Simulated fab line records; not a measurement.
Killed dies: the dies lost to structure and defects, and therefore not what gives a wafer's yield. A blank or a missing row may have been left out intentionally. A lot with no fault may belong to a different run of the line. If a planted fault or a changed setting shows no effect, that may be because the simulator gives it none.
Comparing a struck lot with a sound one || flow n5 finfet || 28 steps out of a route of 1938
Sound: wafers L247.1, L247.2, L247.6. Struck: wafer L249.4. (L249.1, L249.3 of the same lot were not struck and are left out.) The cause comes at the end.
Order at every step that has rows: each side's tool, ch and its chambers, its first start. Under that, the readings that differ: sound wafers || struck wafers || difference of the means || sigmas: that difference in standard deviations of wafers without a fault.
alike: readings whose means differ by less than 2 such deviations, and words and numbers that are the same on both sides. not compared: withheld readings, readings that some wafer has no value for, bounds like >300 that may hide the same value, and numbers for which the record gives no deviation and whose values overlap.
Wherever a step has rows on one side only, a row that says differs or no value, or a row with sigmas, the two part there. Numbers that don't overlap but have no deviation are shown without sigmas and don't part them. Lack of a reading on every wafer of one side parts them only where that side has two or more wafers.

N5_STI_FIN_REVEAL_ALD_14: deposits Si3N4, target thk 3 nm.
  sound on ald sin-04 ch 0,1, day 3 04:26; struck on ald sin-02 ch 2, day 3 18:48
  alike: heater power w
then, 3 steps without rows for these wafers: N5_STI_FIN_REVEAL_FCVD_FILL_01 (material SiO2 flowable, target thk 312 nm, time 512.2 s); N5_STI_FIN_REVEAL_DENSIFY_02 (time 1800 s); N5_STI_FIN_REVEAL_CMP_04 (polishes, stops on Si3N4, t overpolish 4 s, target thk 131.83 nm).
N5_STI_FIN_REVEAL_THK_MEAS_05:
  sound on film metro-01, day 3 09:47; struck on film metro-02, day 4 00:08
  alike: thk nm
N5_STI_FIN_REVEAL_DENSIFY_30:
  sound on rtp anneal-02 ch 0, day 3 09:49; struck on rtp anneal-01 ch 0, day 4 00:10
  alike: lamp power pct
  not compared: wafer_temp_C_max
N5_STI_FIN_REVEAL_ETCHBACK_08: etches SiO2 in C4F6/O2, target depth 30.5 nm, time 10.167 s.
  sound on rie diel-01 ch 1,2,3, day 3 10:01; struck on rie diel-01 ch 2, day 4 00:23
  alike: O2_flow_sccm, drypump motor current A, oes product au, rf vpp V, showerhead plenum p Torr, throttle valve pct
  not compared: rf hours counter h
N5_STI_FIN_REVEAL_STRIP_24: strips in N2/H2, time 90 s.
  sound on rie diel-01 ch 1,2,3, day 3 10:04; struck on rie diel-01 ch 2, day 4 00:26
  alike: bias power w, drypump motor current A, oes product au, rf vpp V, showerhead plenum p Torr, throttle valve pct
  not compared: rf hours counter h
then, 4 steps without rows for these wafers: N5_STI_FIN_REVEAL_PRECLEAN_25 (cleans in SPM, time 90 s); N5_STI_FIN_REVEAL_PRECLEAN_26 (cleans in SC1, time 45 s); N5_STI_FIN_REVEAL_PRECLEAN_29 (cleans in DHF, time 30 s); N5_STI_FIN_REVEAL_SRD_12 (time 30 s).
N5_STI_FIN_REVEAL_RECESS_09: chemistry HF/NH3, target SiO2, afs cycles 11, target depth 42.5 nm, sublimation time 60 s.
  sound on vapor etch-01 ch 0,1, day 3 10:16; struck on vapor etch-01 ch 1, day 4 00:38
  alike: drypump motor current A
then, 3 steps without rows for these wafers: N5_STI_FIN_REVEAL_STRIP_16 (strips SiNx in H3PO4, target depth 23.8 nm); N5_STI_FIN_REVEAL_PRECLEAN_17 (cleans in NF3:NH3, afs cycles 1, time 20 s, sublimation time 60 s); N5_STI_FIN_REVEAL_ETCH_34 (etches Si in H2, material Si, target depth 0.97 nm).
N5_STI_FIN_REVEAL_OXIDATION_31: chemistry O2 PLASMA REMOTE, time 20 s.
  sound on plasma asher-02 ch 0,1, day 3 12:27; struck on plasma asher-02 ch 1, day 4 02:47
  alike: drypump motor current A, heater power w
  not compared: rf hours counter h
then, 6 steps without rows for these wafers: N5_STI_FIN_REVEAL_PRECLEAN_32 (cleans in NF3:NH3, afs cycles 1, time 20 s, sublimation time 60 s); N5_STI_FIN_REVEAL_STRIP_35 (strips Si3N4 in H3PO4, target depth 4 nm, time 39 s); N5_STI_FIN_REVEAL_SRD_21 (time 30 s); N5_STI_FIN_REVEAL_OXIDATION_33 (chemistry O2 PLASMA REMOTE, time 20 s); N5_STI_FIN_REVEAL_CLEAN_19 (cleans in O3/DIW, time 120 s); N5_STI_FIN_REVEAL_SRD_23 (time 30 s).
N5_STI_FIN_REVEAL_CD_MEAS_22: target cd 6.238 nm, pitch 28 nm.
  sound on cd sem-01, day 3 12:58; struck on cd sem-03, day 4 03:19
{"reading": "cd nm (nm)", "sound": "6.48 6.48 6.81", "struck": 5.86, "difference": -0.73, "sigmas": -3}
N5_STI_FIN_REVEAL_FIN_H_MEAS_10:
  sound on ocd-02, day 3 13:00; struck on ocd-01, day 4 03:20
{"reading": "trench depth nm (nm)", "sound": "52.6 51.7 52.0", "struck": 53.9, "difference": "+1.8", "sigmas": "+3"}
then, 1 step without rows for these wafers: N5_STI_FIN_REVEAL_PRECLEAN_18 (cleans in SC2, time 45 s).
-- a jump in the record: the struck wafers' starts before and after are 6 days apart (it breaks off in module STI_FIN_REVEAL and resumes in module BEOL_M4, where the first step shown is number 1111 of the route) --
N5_BEOL_M4_RC_MEAS_101:
  sound on prober-02 ch 0, day 9 08:45; struck on prober-01 ch 0, day 9 18:11
{"reading": "VT_P (mV)", "sound": "-252 -250 -248", "struck": -257, "difference": -7, "sigmas": -2}
  alike: DIBL_N, DIBL_P, IOFF_N, IOFF_P, ION_N, ION_P, SS_N, SS_P, VT_N
following that, these wafers have no rows for 1 step: N5_PASSIVATION_PROBE_49.

## WHERE THEY PART
First at N5_STI_FIN_REVEAL_CD_MEAS_22; last, within this record, at N5_BEOL_M4_RC_MEAS_101.

WHY: the cause the simulator had injected
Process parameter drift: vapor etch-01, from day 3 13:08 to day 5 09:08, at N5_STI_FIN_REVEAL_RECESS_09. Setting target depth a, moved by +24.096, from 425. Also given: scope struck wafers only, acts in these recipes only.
